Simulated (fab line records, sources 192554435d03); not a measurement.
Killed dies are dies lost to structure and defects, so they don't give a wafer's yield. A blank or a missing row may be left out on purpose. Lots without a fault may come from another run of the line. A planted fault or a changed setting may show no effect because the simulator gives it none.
Chamber matching | flow n5_finfet | N5_BEOL_M1_PECVD_72 on pecvd-01: 3 sister chambers
The step deposits SiO2 from TEOS/O2, target thk 16 nm, time 18 s. 6 wafers are shown with their chamber, then 10 later ones without.

WAFERS WITH THEIR CHAMBER
wafer  | chamber | throttle_valve_pct (%) | showerhead_plenum_p_Torr (Torr)
L084.6 | 1       | 25.8                   | 8.85
L088.1 | 2       | 21.1                   | 8.94
L088.3 | 0       | 22.5                   | 8.77
L088.4 | 1       | 25.7                   | 8.86
L090.2 | 2       | 20.9                   | 8.95
L090.3 | 0       | 22.0                   | 8.79

WAFERS WITHOUT THEIR CHAMBER
wafer  | throttle_valve_pct (%) | showerhead_plenum_p_Torr (Torr)
L090.5 | 25.9                   | 8.85
L092.1 | 25.6                   | 8.85
L092.2 | 21.8                   | 8.76
L092.3 | 21.1                   | 8.94
L094.1 | 22.3                   | 8.77
L094.5 | 20.8                   | 8.92
L094.6 | 25.5                   | 8.87
L097.3 | 22.3                   | 8.78
L097.5 | 22.3                   | 8.79
L097.6 | 25.7                   | 8.85

WHICH CHAMBER EACH WENT THROUGH
wafer  | from the rows above | in truth
L090.5 | 1                   | 1
L092.1 | 1                   | 1
L092.2 | 0                   | 0
L092.3 | 2                   | 2
L094.1 | 0                   | 0
L094.5 | 2                   | 2
L094.6 | 1                   | 1
L097.3 | 0                   | 0
L097.5 | 0                   | 0
L097.6 | 1                   | 1
Placed correctly: 10 of 10. Can't be placed from these rows: 0. Placed wrongly: 0.
How it was worked out, from the rows above alone: a wafer's distance from a chamber is the root of the sum, over the readings, of the square of ((its reading less the chamber's mean) divided by the reading's scatter). The wafer belongs to the nearest chamber; if the next one is less than 2 further off, it can't be placed. A chamber's mean is the mean of its shown wafers. The scatter: the root of (the sum of the squares of (reading less its chamber's mean) over the shown wafers, divided by (wafers less chambers)).
